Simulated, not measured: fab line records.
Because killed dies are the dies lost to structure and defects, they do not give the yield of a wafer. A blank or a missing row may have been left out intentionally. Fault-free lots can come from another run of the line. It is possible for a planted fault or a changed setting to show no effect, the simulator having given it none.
fab line records / flow n5-finfet
[record] lots = 5 wafers = 15 last-day = 17
route steps=1938 shown BEOL_M7@1272 PASSIVATION@1936
lots that met no fault: from a run of the same line without faults
start-h: hours from the record's opening day to when the first of the lot's shown wafers began / wait-h: hours from the lot's prior step to this one / " identical to the entry in the row above / L1.1+2: a single row standing in for several wafers / - value missing, or start not given / * or withheld: withheld / < > ~ a bound
route shown NAME@n: NAME is a module with steps in the file, n the number in the route of the first one / usual: the fault-free wafers' mean and standard deviation / same: alike in all rows / chamber/n: place in a boat / sites: each site's reading / _std_site: the values' standard deviation / _edge_site: mean of outer sites minus mean of inner sites / radius-mm: how far each site lies from the wafer's centre / mask NAME#n: copy n / behind: the last tool/chamber to shape the wafer / hold: the reason the lot was held/the length of the hold in hours/how it ended / device: transistor that didn't switch, given as n, p or np / end of line: tests of these same wafers at the route's end / where a step has no rows: the recipe by itself / killed: the dies lost at the first sort to structure and to defects; this is not the yield of the wafer / map: a wafer's dies, marking killed ones x, the rest . and places with no die _
set.NAME: the run value of the setting; set.NAME@STEP: its run value at that earlier step / model.NAME: the simulator's own value behind a step, which no gauge read
lots at selected steps of the route; one table per step, one row per wafer
services: the hour from which a tool's chamber was out of use, counted from the record's first day as start-h (under 0 if before that day), plus the number of hours and why
[[steps]]
[step N5_BEOL_M7_SOFTBAKE_06]
[recipe] temp-c = 110 time-s = 60 resist = CAR-ArF
[step N5_BEOL_M7_EXPOSE_08]
[recipe] mask-id = M7 na = 1.35 source-shape = dipole sigma-inner = 0.817 sigma-outer = 0.97 polarization = te dose-mj = 68.25
[step N5_BEOL_M7_PEB_09]
[recipe] peb-temp-c = withheld peb-time-s = 60 resist = CAR-ArF
[step N5_BEOL_M7_DEVELOP_10]
[recipe] develop-time-s = 30 developer = TMAH resist = CAR-ArF rinse-liquid = diw dry = air-spin dev-temp-c = 23
[step N5_BEOL_M7_DESCUM_16]
[recipe] chemistry = O2 time-s = 7.9 source-power-w = 50 bias-power-w = 20 pressure-mtorr = 20 rf-frequency-hz = 2.712e+07 temp-c = 40 resist = CAR-ArF o2-flow-sccm = 225
[step N5_BEOL_M7_ETCH_61]
[recipe] chemistry = CF4 target = SiARC target-depth-a = 455 mask-material = CAR-ArF time-s = 75.8 ion-energy-ev = 80 pressure-mtorr = 40 source-w = 545 bias-w = 36 Ar_flow_sccm = 100 cf4-flow-sccm = 100 ends = cleared
[step N5_BEOL_M7_ETCH_62]
[recipe] chemistry = N2/H2 target = SOC target-depth-a = 1100 overetch-a = 220 mask-material = SiARC temp-c = 40 time-s = 165 ion-energy-ev = 200 pressure-mtorr = 30 source-w = 840 bias-w = 150 n2-flow-sccm = 200 h2-flow-sccm = 200
[step N5_BEOL_M7_STRIP_68]
[recipe] chemistry = N2/H2 temp-c = 40 n2-flow-sccm = 200 h2-flow-sccm = 200 rf-frequency-hz = 6e+07
[step N5_BEOL_M7_STRIP_67]
[recipe] chemistry = CF4 resist = SiARC power-w = 300 bias-power-w = 75 pressure-mtorr = 50 cf4-flow-sccm = 150 rf-frequency-hz = 6e+07
[step N5_BEOL_M7_HM_OPEN_17]
[recipe] chemistry = Cl2/BCl3 target-depth-a = 200 overetch-a = 60 target = TiN mask-material = SOC ion-energy-ev = 150 pressure-mtorr = 10 icp-w = 1000 bias-w = 126 Cl2_flow_sccm = 53.25 bcl3-flow-sccm = 21.75 Ar_flow_sccm = 25
[usual] bcl3-flow-sccm = 21.76/0.068 drypump-motor-current-A = 5.6/0.3 mfc-ar-sccm = 24.98/0.082 oes-product-au = 0.70/0.044 throttle-valve-pct = 22.23/0.14
lot.wafer=L429.2 tool=rie-metal-02 chamber=1 start-h=242.00 wait-h=0.0 bcl3-flow-sccm=21.76 drypump-motor-current-A=5.6 mfc-ar-sccm=24.86 oes-product-au=0.65 rf-hours-counter-h=46 throttle-valve-pct=22.13
lot.wafer=L429.4 tool=rie-metal-02 chamber=0 start-h=242.00 wait-h=0.0 bcl3-flow-sccm=21.67 drypump-motor-current-A=5.4 mfc-ar-sccm=24.91 oes-product-au=0.74 rf-hours-counter-h=- throttle-valve-pct=22.20
lot.wafer=L429.6 tool=rie-metal-02 chamber=0 start-h=242.00 wait-h=0.0 bcl3-flow-sccm=21.80 drypump-motor-current-A=5.4 mfc-ar-sccm=24.98 oes-product-au=0.73 rf-hours-counter-h=- throttle-valve-pct=22.24
lot.wafer=L431.2 tool=rie-metal-02 chamber=0 start-h=253.84 wait-h=0.0 bcl3-flow-sccm=21.73 drypump-motor-current-A=5.4 mfc-ar-sccm=25.02 oes-product-au=0.71 rf-hours-counter-h=15 throttle-valve-pct=22.22
lot.wafer=L431.3 tool=rie-metal-02 chamber=0 start-h=253.84 wait-h=0.0 bcl3-flow-sccm=21.66 drypump-motor-current-A=5.4 mfc-ar-sccm=24.99 oes-product-au=0.72 rf-hours-counter-h=- throttle-valve-pct=22.25
lot.wafer=L431.6 tool=rie-metal-02 chamber=1 start-h=253.84 wait-h=0.0 bcl3-flow-sccm=21.80 drypump-motor-current-A=5.6 mfc-ar-sccm=25.01 oes-product-au=0.64 rf-hours-counter-h=- throttle-valve-pct=22.13
lot.wafer=L432.1 tool=rie-metal-02 chamber=0 start-h=267.42 wait-h=0.0 bcl3-flow-sccm=21.79 drypump-motor-current-A=5.4 mfc-ar-sccm=24.92 oes-product-au=0.72 rf-hours-counter-h=16 throttle-valve-pct=22.25
lot.wafer=L432.3 tool=rie-metal-02 chamber=0 start-h=267.42 wait-h=0.0 bcl3-flow-sccm=21.87 drypump-motor-current-A=5.4 mfc-ar-sccm=24.90 oes-product-au=0.71 rf-hours-counter-h=- throttle-valve-pct=22.27
lot.wafer=L432.4 tool=rie-metal-02 chamber=1 start-h=267.42 wait-h=0.0 bcl3-flow-sccm=21.72 drypump-motor-current-A=5.6 mfc-ar-sccm=24.95 oes-product-au=0.64 rf-hours-counter-h=- throttle-valve-pct=22.14
lot.wafer=L434.1 tool=rie-metal-02 chamber=1 start-h=269.19 wait-h=0.0 bcl3-flow-sccm=21.80 drypump-motor-current-A=5.6 mfc-ar-sccm=24.82 oes-product-au=0.64 rf-hours-counter-h=49 throttle-valve-pct=22.14
lot.wafer=L434.3 tool=rie-metal-02 chamber=1 start-h=269.19 wait-h=0.0 bcl3-flow-sccm=21.77 drypump-motor-current-A=5.6 mfc-ar-sccm=24.91 oes-product-au=0.63 rf-hours-counter-h=- throttle-valve-pct=22.14
lot.wafer=L434.5 tool=rie-metal-02 chamber=0 start-h=269.19 wait-h=0.0 bcl3-flow-sccm=21.72 drypump-motor-current-A=5.4 mfc-ar-sccm=24.91 oes-product-au=0.71 rf-hours-counter-h=- throttle-valve-pct=22.25
lot.wafer=L442.4 tool=rie-metal-01 chamber=1 start-h=331.63 wait-h=0.1 bcl3-flow-sccm=21.74 drypump-motor-current-A=5.5 mfc-ar-sccm=24.85 oes-product-au=0.72 rf-hours-counter-h=- throttle-valve-pct=22.45
lot.wafer=L442.5 tool=rie-metal-01 chamber=0 start-h=331.63 wait-h=0.1 bcl3-flow-sccm=21.79 drypump-motor-current-A=6.2 mfc-ar-sccm=25.01 oes-product-au=0.69 rf-hours-counter-h=- throttle-valve-pct=22.09
lot.wafer=L442.6 tool=rie-metal-01 chamber=1 start-h=331.63 wait-h=0.1 bcl3-flow-sccm=21.76 drypump-motor-current-A=5.6 mfc-ar-sccm=25.04 oes-product-au=0.70 rf-hours-counter-h=- throttle-valve-pct=22.46
[step N5_BEOL_M7_STRIP_19]
[recipe] chemistry = O2 power-w = 400 temp-c = 40 pressure-mtorr = 30 rf-frequency-hz = 6e+07 bias-power-w = 0 overash-fraction = 0.2 o2-flow-sccm = 225
[step N5_BEOL_M7_COAT_63]
[recipe] resist = SOC temp-c = 250 time-s = 60 spin-rpm = 1500 resist-thk-nm = 60
[step N5_BEOL_M7_COAT_64]
[recipe] resist = SiARC temp-c = 220 time-s = 60 spin-rpm = 1500 resist-thk-nm = 12
[step N5_BEOL_M7_COAT_71]
[recipe] resist = underlayer temp-c = 205 time-s = 60 spin-rpm = 1500 resist-thk-nm = 5
[step N5_BEOL_M7_COAT_22]
[recipe] resist = CAR-EUV spin-rpm = 1500 resist-thk-nm = 30
[step N5_BEOL_M7_EBR_24]
[recipe] solvent = PGMEA ebr-width-mm = 1.5
[step N5_BEOL_M7_SOFTBAKE_23]
[recipe] temp-c = 110 time-s = 60 resist = CAR-EUV
[step N5_BEOL_M7_EXPOSE_25]
[recipe] mask-id = V6 na = 0.33 source-shape = annular sigma-inner = 0.4 sigma-outer = 0.8 polarization = unpolarized target-cd-nm = 40 dose-mj = 42.5
[step N5_BEOL_M7_PEB_26]
[recipe] peb-temp-c = 100 peb-time-s = 60 resist = CAR-EUV
[step N5_BEOL_M7_DEVELOP_27]
[recipe] develop-time-s = 30 developer = TMAH resist = CAR-EUV rinse-liquid = surfactant-rinse dry = air-spin dev-temp-c = 23
[step N5_BEOL_M7_INSPECT_30]
[recipe] mode = adi inspect-instrument = brightfield
[usual] raw-defect-count = 400/95
lot.wafer=L429.2 tool=defect-inspect-01 chamber=- start-h=244.46 wait-h=0.0 raw-defect-count=329
lot.wafer=L429.4 tool=defect-inspect-01 chamber=- start-h=244.46 wait-h=0.0 raw-defect-count=313
lot.wafer=L429.6 tool=defect-inspect-01 chamber=- start-h=244.46 wait-h=0.0 raw-defect-count=482
lot.wafer=L431.2 tool=defect-inspect-02 chamber=- start-h=257.29 wait-h=0.0 raw-defect-count=1934
lot.wafer=L431.3 tool=defect-inspect-02 chamber=- start-h=257.29 wait-h=0.0 raw-defect-count=2073
lot.wafer=L431.6 tool=defect-inspect-02 chamber=- start-h=257.29 wait-h=0.0 raw-defect-count=596
lot.wafer=L432.1 tool=defect-inspect-02 chamber=- start-h=267.99 wait-h=0.1 raw-defect-count=1673
lot.wafer=L432.3 tool=defect-inspect-02 chamber=- start-h=267.99 wait-h=0.1 raw-defect-count=1676
lot.wafer=L432.4 tool=defect-inspect-02 chamber=- start-h=267.99 wait-h=0.1 raw-defect-count=320
lot.wafer=L434.1 tool=defect-inspect-01 chamber=- start-h=274.54 wait-h=0.1 raw-defect-count=587
lot.wafer=L434.3 tool=defect-inspect-01 chamber=- start-h=274.54 wait-h=0.1 raw-defect-count=484
lot.wafer=L434.5 tool=defect-inspect-01 chamber=- start-h=274.54 wait-h=0.1 raw-defect-count=1859
lot.wafer=L442.4 tool=defect-inspect-01 chamber=- start-h=333.99 wait-h=0.0 raw-defect-count=343
lot.wafer=L442.5 tool=defect-inspect-01 chamber=- start-h=333.99 wait-h=0.0 raw-defect-count=220
lot.wafer=L442.6 tool=defect-inspect-01 chamber=- start-h=333.99 wait-h=0.0 raw-defect-count=253
[step N5_BEOL_M7_DESCUM_33]
[recipe] chemistry = O2 time-s = 7 source-power-w = 50 bias-power-w = 20 pressure-mtorr = 20 rf-frequency-hz = 2.712e+07 temp-c = 40 resist = CAR-EUV o2-flow-sccm = 225
[step N5_PASSIVATION_PROBE_49]
[usual] defect-limited-yield = 91.4/1.6 killed_at_M0_to_M3 = 35/10 killed_at_M4_up = 12/4.7 killed-at-contacts = 12/5.8 killed-at-front-end = 38/12 killed-at-other = 4/3.2 killed-dies = 102/18 killed-open = 68/14 killed-short = 32/8 sort_bin_5_function = 5.1/0.96 sort_bin_6_memory = 3.2/0.77 sort-n-pass = 1078/20 sort-yield-pct = 91.3/1.7
[same] gross-dies = 1180 killed-at-back-side = 0 sort_bin_4_leakage[%] = 0 sort_bin_8_speed[%] = 0
lot.wafer=L429.2 tool=prober-01 chamber=- start-h=325.68 wait-h=0.1 defect-limited-yield[%]=92.1 killed_at_M0_to_M3=36 killed_at_M4_up=19 killed-at-contacts=3 killed-at-front-end=34 killed-at-other=1 killed-dies=93 killed-open=64 killed-short=29 sort_bin_5_function[%]=4.7 sort_bin_6_memory[%]=3.1 sort-n-pass=1087 sort-yield-pct[%]=92.1
lot.wafer=L429.4 tool=prober-01 chamber=- start-h=325.78 wait-h=0.2 defect-limited-yield[%]=91.7 killed_at_M0_to_M3=40 killed_at_M4_up=14 killed-at-contacts=2 killed-at-front-end=36 killed-at-other=6 killed-dies=98 killed-open=69 killed-short=27 sort_bin_5_function[%]=5.0 sort_bin_6_memory[%]=3.0 sort-n-pass=1082 sort-yield-pct[%]=91.7
lot.wafer=L429.6 tool=prober-01 chamber=- start-h=325.88 wait-h=0.3 defect-limited-yield[%]=93.3 killed_at_M0_to_M3=20 killed_at_M4_up=16 killed-at-contacts=12 killed-at-front-end=28 killed-at-other=3 killed-dies=79 killed-open=53 killed-short=26 sort_bin_5_function[%]=4.2 sort_bin_6_memory[%]=2.5 sort-n-pass=1101 sort-yield-pct[%]=93.3
lot.wafer=L431.2 tool=prober-01 chamber=- start-h=337.42 wait-h=0.1 defect-limited-yield[%]=77.5 killed_at_M0_to_M3=41 killed_at_M4_up=170 killed-at-contacts=11 killed-at-front-end=44 killed-at-other=0 killed-dies=266 killed-open=79 killed-short=25 sort_bin_5_function[%]=13.9 sort_bin_6_memory[%]=4.2 sort-n-pass=914 sort-yield-pct[%]=77.5
lot.wafer=L431.3 tool=prober-01 chamber=- start-h=337.47 wait-h=0.1 defect-limited-yield[%]=75.8 killed_at_M0_to_M3=45 killed_at_M4_up=169 killed-at-contacts=17 killed-at-front-end=54 killed-at-other=1 killed-dies=286 killed-open=88 killed-short=34 sort_bin_5_function[%]=13.7 sort_bin_6_memory[%]=6.2 sort-n-pass=894 sort-yield-pct[%]=75.8
lot.wafer=L431.6 tool=prober-01 chamber=- start-h=337.62 wait-h=0.3 defect-limited-yield[%]=90.2 killed_at_M0_to_M3=47 killed_at_M4_up=10 killed-at-contacts=6 killed-at-front-end=51 killed-at-other=2 killed-dies=116 killed-open=78 killed-short=38 sort_bin_5_function[%]=5.8 sort_bin_6_memory[%]=3.7 sort-n-pass=1064 sort-yield-pct[%]=90.2
lot.wafer=L432.1 tool=prober-02 chamber=- start-h=358.35 wait-h=0.0 defect-limited-yield[%]=77.1 killed_at_M0_to_M3=37 killed_at_M4_up=179 killed-at-contacts=15 killed-at-front-end=35 killed-at-other=4 killed-dies=270 killed-open=66 killed-short=30 sort_bin_5_function[%]=12.2 sort_bin_6_memory[%]=5.7 sort-n-pass=910 sort-yield-pct[%]=77.1
lot.wafer=L432.3 tool=prober-02 chamber=- start-h=358.45 wait-h=0.1 defect-limited-yield[%]=79.8 killed_at_M0_to_M3=21 killed_at_M4_up=170 killed-at-contacts=12 killed-at-front-end=32 killed-at-other=3 killed-dies=238 killed-open=52 killed-short=22 sort_bin_5_function[%]=11.8 sort_bin_6_memory[%]=4.4 sort-n-pass=942 sort-yield-pct[%]=79.8
lot.wafer=L432.4 tool=prober-02 chamber=- start-h=358.50 wait-h=0.2 defect-limited-yield[%]=91.2 killed_at_M0_to_M3=39 killed_at_M4_up=9 killed-at-contacts=10 killed-at-front-end=43 killed-at-other=3 killed-dies=104 killed-open=71 killed-short=33 sort_bin_5_function[%]=6.0 sort_bin_6_memory[%]=2.5 sort-n-pass=1076 sort-yield-pct[%]=91.2
lot.wafer=L434.1 tool=prober-02 chamber=- start-h=359.58 wait-h=0.9 defect-limited-yield[%]=93.9 killed_at_M0_to_M3=33 killed_at_M4_up=7 killed-at-contacts=6 killed-at-front-end=25 killed-at-other=1 killed-dies=72 killed-open=51 killed-short=21 sort_bin_5_function[%]=3.8 sort_bin_6_memory[%]=2.2 sort-n-pass=1108 sort-yield-pct[%]=93.9
lot.wafer=L434.3 tool=prober-02 chamber=- start-h=359.68 wait-h=1.0 defect-limited-yield[%]=91.6 killed_at_M0_to_M3=21 killed_at_M4_up=21 killed-at-contacts=7 killed-at-front-end=49 killed-at-other=1 killed-dies=99 killed-open=75 killed-short=24 sort_bin_5_function[%]=4.9 sort_bin_6_memory[%]=3.3 sort-n-pass=1081 sort-yield-pct[%]=91.6
lot.wafer=L434.5 tool=prober-02 chamber=- start-h=359.78 wait-h=1.1 defect-limited-yield[%]=77.6 killed_at_M0_to_M3=36 killed_at_M4_up=173 killed-at-contacts=16 killed-at-front-end=35 killed-at-other=4 killed-dies=264 killed-open=81 killed-short=20 sort_bin_5_function[%]=12.9 sort_bin_6_memory[%]=5.5 sort-n-pass=916 sort-yield-pct[%]=77.6
lot.wafer=L442.4 tool=prober-01 chamber=- start-h=408.55 wait-h=0.2 defect-limited-yield[%]=91.9 killed_at_M0_to_M3=19 killed_at_M4_up=15 killed-at-contacts=12 killed-at-front-end=43 killed-at-other=7 killed-dies=96 killed-open=57 killed-short=34 sort_bin_5_function[%]=4.2 sort_bin_6_memory[%]=3.3 sort-n-pass=1084 sort-yield-pct[%]=91.9
lot.wafer=L442.5 tool=prober-01 chamber=- start-h=408.60 wait-h=0.2 defect-limited-yield[%]=91.9 killed_at_M0_to_M3=35 killed_at_M4_up=14 killed-at-contacts=13 killed-at-front-end=30 killed-at-other=3 killed-dies=95 killed-open=59 killed-short=36 sort_bin_5_function[%]=4.8 sort_bin_6_memory[%]=2.4 sort-n-pass=1085 sort-yield-pct[%]=91.9
lot.wafer=L442.6 tool=prober-01 chamber=- start-h=408.65 wait-h=0.3 defect-limited-yield[%]=93.8 killed_at_M0_to_M3=19 killed_at_M4_up=17 killed-at-contacts=11 killed-at-front-end=24 killed-at-other=2 killed-dies=73 killed-open=52 killed-short=21 sort_bin_5_function[%]=3.8 sort_bin_6_memory[%]=2.2 sort-n-pass=1107 sort-yield-pct[%]=93.8
// killed by level:class
L429.2 BEOL_M2:geometric-particle:open=14 STI_FIN_REVEAL:geometric-particle:open=8 GATE_CUT:geometric-particle:short=6 STARTING-WAFER:geometric-particle:open=6 BEOL_M0:geometric-particle:open=5 BEOL_M1:geometric-particle:open=5 BEOL_M2:geometric-particle:short=5 BEOL_M4:geometric-particle:open=5
L429.4 BEOL_M3:geometric-particle:open=10 BEOL_M2:geometric-particle:open=9 FIN_SAQP:geometric-particle:open=7 STI_FIN_REVEAL:geometric-particle:open=7 BEOL_M0_SAQP:geometric-particle:open=6 ILD0:geometric-particle:short=5 BEOL_M0:geometric-particle:open=5 BEOL_M2:geometric-particle:short=4
L429.6 MOL_CONTACT_COAG:geometric-particle:open=9 BEOL_M4:geometric-particle:open=7 BEOL_M0_SAQP:geometric-particle:short=5 BEOL_M2:geometric-particle:open=5 BEOL_M6:geometric-particle:open=5 FIN_SAQP:geometric-particle:short=4 ILD0:geometric-particle:short=4 GATE_CUT:geometric-particle:short=4
L431.2 BEOL_M7:unspecified=162 BEOL_M2:geometric-particle:open=14 FIN_SAQP:geometric-particle:open=13 STI_FIN_REVEAL:geometric-particle:open=12 MOL_CONTACT_COAG:geometric-particle:open=10 BEOL_M1:geometric-particle:open=8 BEOL_M3:geometric-particle:open=7 FIN_SAQP:geometric-particle:short=6
L431.3 BEOL_M7:unspecified=162 STI_FIN_REVEAL:geometric-particle:open=16 MOL_CONTACT_COAG:geometric-particle:open=14 FIN_SAQP:geometric-particle:open=12 BEOL_M1:geometric-particle:open=10 BEOL_M0_SAQP:geometric-particle:open=9 FIN_SAQP:geometric-particle:short=6 BEOL_M1:geometric-particle:short=6
L431.6 BEOL_M3:geometric-particle:open=21 FIN_SAQP:geometric-particle:open=16 FIN_SAQP:geometric-particle:short=12 BEOL_M0_SAQP:geometric-particle:short=10 STI_FIN_REVEAL:geometric-particle:open=8 BEOL_M0_SAQP:geometric-particle:open=6 MOL_CONTACT_COAG:geometric-particle:open=5 STARTING-WAFER:geometric-particle:short=4
L432.1 BEOL_M7:unspecified=167 MOL_CONTACT_COAG:geometric-particle:open=14 FIN_SAQP:geometric-particle:open=10 BEOL_M2:geometric-particle:open=9 BEOL_M0_SAQP:geometric-particle:short=8 BEOL_M0_SAQP:geometric-particle:open=7 HKMG_FIN:area-etch=6 BEOL_M3:geometric-particle:open=4
L432.3 BEOL_M7:unspecified=164 FIN_SAQP:geometric-particle:open=12 MOL_CONTACT_COAG:geometric-particle:open=10 FIN_SAQP:geometric-particle:short=6 BEOL_M1:geometric-particle:open=6 BEOL_M2:geometric-particle:open=5 BEOL_M4:geometric-particle:open=3 STARTING-WAFER:geometric-particle:short=3
L432.4 FIN_SAQP:geometric-particle:open=13 BEOL_M2:geometric-particle:open=12 MOL_CONTACT_COAG:geometric-particle:open=10 BEOL_M0_SAQP:geometric-particle:open=10 BEOL_M0_SAQP:geometric-particle:short=9 FIN_SAQP:geometric-particle:short=6 STARTING-WAFER:geometric-particle:open=5 STARTING-WAFER:geometric-particle:short=3
L434.1 FIN_SAQP:geometric-particle:open=14 BEOL_M2:geometric-particle:open=9 BEOL_M1:geometric-particle:open=6 MOL_CONTACT_COAG:geometric-particle:open=6 FIN_SAQP:geometric-particle:short=5 BEOL_M3:geometric-particle:open=5 BEOL_M0_SAQP:geometric-particle:short=4 BEOL_M0:geometric-particle:open=3
L434.3 FIN_SAQP:geometric-particle:open=13 STI_FIN_REVEAL:geometric-particle:open=13 BEOL_M4:geometric-particle:open=11 BEOL_M0_SAQP:geometric-particle:open=7 STARTING-WAFER:geometric-particle:open=6 FIN_SAQP:geometric-particle:short=5 MOL_CONTACT_COAG:geometric-particle:open=4 BEOL_M3:geometric-particle:open=4
L434.5 BEOL_M7:unspecified=163 MOL_CONTACT_COAG:geometric-particle:open=14 BEOL_M1:geometric-particle:open=12 FIN_SAQP:geometric-particle:open=11 BEOL_M2:geometric-particle:open=11 DUMMY_GATE:geometric-particle:open=8 STI_FIN_REVEAL:geometric-particle:open=5 BEOL_M0_SAQP:geometric-particle:open=4
L442.4 FIN_SAQP:geometric-particle:short=15 MOL_CONTACT_COAG:geometric-particle:open=9 BEOL_M3:geometric-particle:open=9 FIN_SAQP:geometric-particle:open=8 BEOL_M4:geometric-particle:open=7 BEOL_M5:geometric-particle:open=5 HKMG_FIN:area-etch=5 BEOL_M1:geometric-particle:open=4
L442.5 BEOL_M2:geometric-particle:open=15 MOL_CONTACT_COAG:geometric-particle:open=10 GATE_CUT:geometric-particle:short=6 BEOL_M3:geometric-particle:open=6 BEOL_M4:geometric-particle:open=6 STARTING-WAFER:geometric-particle:short=5 FIN_SAQP:geometric-particle:short=4 BEOL_M1:geometric-particle:open=4
L442.6 MOL_CONTACT_COAG:geometric-particle:open=8 FIN_SAQP:geometric-particle:open=7 BEOL_M4:geometric-particle:open=7 STI_FIN_REVEAL:geometric-particle:open=6 BEOL_M1:geometric-particle:open=6 FIN_SAQP:geometric-particle:short=4 BEOL_M2:geometric-particle:open=4 MOL_CONTACT_COAG:geometric-particle:short=3
// map L431.3 (x killed, . not)
_________________...x.x......________________
______________......x.........x._____________
___________...x.....x.........x...x__________
__________.x..................x....x_________
________..x..............x.......x...._______
_______.......x.......x....x...........______
______....xx..x...x.........x.....x....._____
_____...x.......x.......................x____
____...................xx.....xx.....x....___
___...x.........x.x..xx.x.x.x.x....x...x...__
___.............xxxxx.xxxx..xxxx...........__
__x.x.........x..x.xxxxxxxxxxx.x.xx........._
__.......x......xxxxxxxxxxxxxxx............._
_...x...x....x..xxxxxxxxxxxxxxx............x.
_..x......x...x.xxxxxxxxxxxxxxxx..........x..
_...x.....xx.....xxxxxxxxxxxxxxx.............
_....x.........xxxxxxxxxxxxxxx......x.....x..
_................xxxxxxxxxxxxxxx.............
_x.x.....x.....xxxxxxxxxxxxxxxx..x......x....
_..x.x.....x...xx.xxxxxxxxxxx..x.....x..xx.x.
_...x........x..x.xxxxxxxxxxxx..xxx..........
__.................xx.xx.xx................._
__........x........xx....xxx.......x........_
___...............x....x..............xx...__
___..............x...xx....................__
____....x...........x.......xx.....xx....x___
_____x......x............................____
______..............x.x................._____
_______...x.........x.x...x....x.......______
________x....x...x..................x._______
__________.......x................x._________
___________......x........x........__________
______________........x.x......._____________
_________________...........x________________
// map L432.1 (x killed, . not)
_________________.xxx...x...x________________
______________..x..............x_____________
___________..x....................x__________
__________....x....................._________
________xx....................xx..xx.x_______
_______.........x.........x............______
______..x...x...........x.x..........x.._____
_____...............x.x..x.........x.....____
____......x............xx..........x......___
___..x.xxx.....x....xxxxxx.x.......x.......__
___.x..xxx.x...xx..xxxxxxxx.....x..x.......__
__.............x..xxxxxxxxxxx..x...x..x.x..._
__........xx..x...xxxxxxxxxxx.......x......._
_.......xx.....xxxxxxxxxxxxxxx...x.......x...
_..............xxxxxxxxxxxxxxxxx.............
_.....x....x..xxxxxxxxxxxxxxxxx.x.....x..xxx.
_.............xx.xxxxxxxxxxxxx...............
_..............xxxxxxxxxxxxxxx...x.x.........
_.......x.......xxxxxxxxxxxx.xxx.............
_.................xxxxxxxxxxxx.x.x...x.......
_x.........x..xxxxxxxxxxxxxxx...x............
__............x...x...xx..x.x..............._
__.................x.x..x.....x............._
___....x...............x...........x.......__
___..............x.x..x....................__
____...x...........x......................___
_____............................x......x____
______...........xx............x........_____
_______..............x.......x....x....______
________.....x.....x.....x............_______
__________.........................._________
___________x....x.......x..x.......__________
______________........x........._____________
_________________x......x....________________
[[services]]
tool=rie-metal-02 chamber=1 start-h=247.14 hours=1.0 kind=repair
tool=rie-metal-01 chamber=1 start-h=257.34 hours=21.6 kind=repair
tool=rie-metal-01 chamber=0 start-h=268.57 hours=3.3 kind=repair
tool=rie-metal-02 chamber=0 start-h=277.96 hours=4.4 kind=repair
[[key]]
[first-sign] step = N5_BEOL_M7_INSPECT_30 reading = raw-defect-count direction = up sigmas = 15 usual = 400 struck = 1843
[effect] step = N5_PASSIVATION_PROBE_49 reading = killed_at_M4_up direction = up sigmas = 34 usual = 12 struck = 172
[more-kills-born-at] N5_BEOL_M7_HM_OPEN_17@rie-metal-02 = 818
met-at N5_BEOL_M7_HM_OPEN_17
struck-wafers L431.2,L431.3,L432.1,L432.3,L434.5
onset-between 242.00 253.84
[fault] kind = chamber-particle-source tool = rie-metal-02 chamber = 0 onset-h = 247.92 steps = N5_BEOL_M7_HM_OPEN_17 rate-per-visit-cm2 = 2.2138 end-h = 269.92
